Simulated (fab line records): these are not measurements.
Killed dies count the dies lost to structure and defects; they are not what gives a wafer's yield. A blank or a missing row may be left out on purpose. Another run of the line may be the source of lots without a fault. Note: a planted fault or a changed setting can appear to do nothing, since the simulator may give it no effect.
Matching of chambers | flow nandHarc | NHARC_A_BLC_STRIP_21 on rieDiel-06 has 4 sister chambers
The step strips in O2. 14 wafers are shown with their chamber, then 7 later ones without.

== EACH WAFER AND ITS CHAMBER ==
wafer  | chamber | showerheadPlenumPTorr (Torr) | rfVppV (V) | throttleValvePct (%)
L454.1 | 1       | 3.42                         | 57.3       | 17.036
L454.2 | 2       | 3.49                         | 57.8       | 17.042
L454.4 | 0       | 3.49                         | 56.8       | 17.035
L456.4 | 3       | 3.45                         | 58.4       | 17.036
L456.5 | 0       | 3.49                         | 57.0       | 17.033
L456.6 | 1       | 3.42                         | 59.1       | 17.030
L459.1 | 2       | 3.49                         | 56.2       | 17.035
L459.2 | 3       | 3.45                         | 57.1       | 17.050
L459.5 | 0       | 3.48                         | 57.1       | 17.014
L463.3 | 2       | 3.49                         | 57.4       | 17.046
L463.5 | 3       | 3.44                         | 57.4       | 17.023
L463.6 | 2       | 3.49                         | 56.7       | 17.030
L464.1 | 0       | 3.48                         | 57.0       | 17.033
L464.3 | 2       | 3.49                         | 58.5       | 17.045

SIGNATURES, as means of the wafers listed above
reading               | chamber 0 | chamber 1 | chamber 2 | chamber 3 | scatter within a chamber
showerheadPlenumPTorr | 3.4850    | 3.4200    | 3.4900    | 3.4467    | 0.00408
rfVppV                | 56.975    | 58.200    | 57.320    | 57.633    | 0.766
throttleValvePct      | 17.02875  | 17.03300  | 17.03960  | 17.03633  | 0.0093
Rule: a wafer's distance from a chamber is the root of the sum, over the readings, of the square of ((its reading less the chamber's mean) divided by the reading's scatter). The wafer belongs to the nearest chamber; if the next one is less than 2 further off, it can't be placed. How the scatter is found: for the shown wafers, subtract from each reading the mean of its chamber, square and add these, divide the total by (wafers less chambers), then take the root.

== WAFERS MISSING THEIR CHAMBER ==
wafer  | showerheadPlenumPTorr (Torr) | rfVppV (V) | throttleValvePct (%)
L464.6 | 3.48                         | 58.0       | 17.044
L468.1 | 3.48                         | 58.4       | 17.034
L468.2 | 3.41                         | 57.4       | 17.036
L468.3 | 3.48                         | 57.3       | 17.038
L469.1 | 3.48                         | 57.8       | 17.029
L469.5 | 3.41                         | 57.0       | 17.034
L469.6 | 3.48                         | 57.3       | 17.031

== WHICH CHAMBER EACH WENT THROUGH ==
wafer  | from the rows above     | in truth
L464.6 | can't be placed: 0 or 2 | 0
L468.1 | can't be placed: 0 or 2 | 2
L468.2 | 1                       | 1
L468.3 | can't be placed: 0 or 2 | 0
L469.1 | can't be placed: 0 or 2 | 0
L469.5 | 1                       | 1
L469.6 | can't be placed: 0 or 2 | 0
Placed correctly: 2 of 7. Not placeable from these rows: 5 (in 5, the candidates include the true chamber). Number placed wrongly: 0.
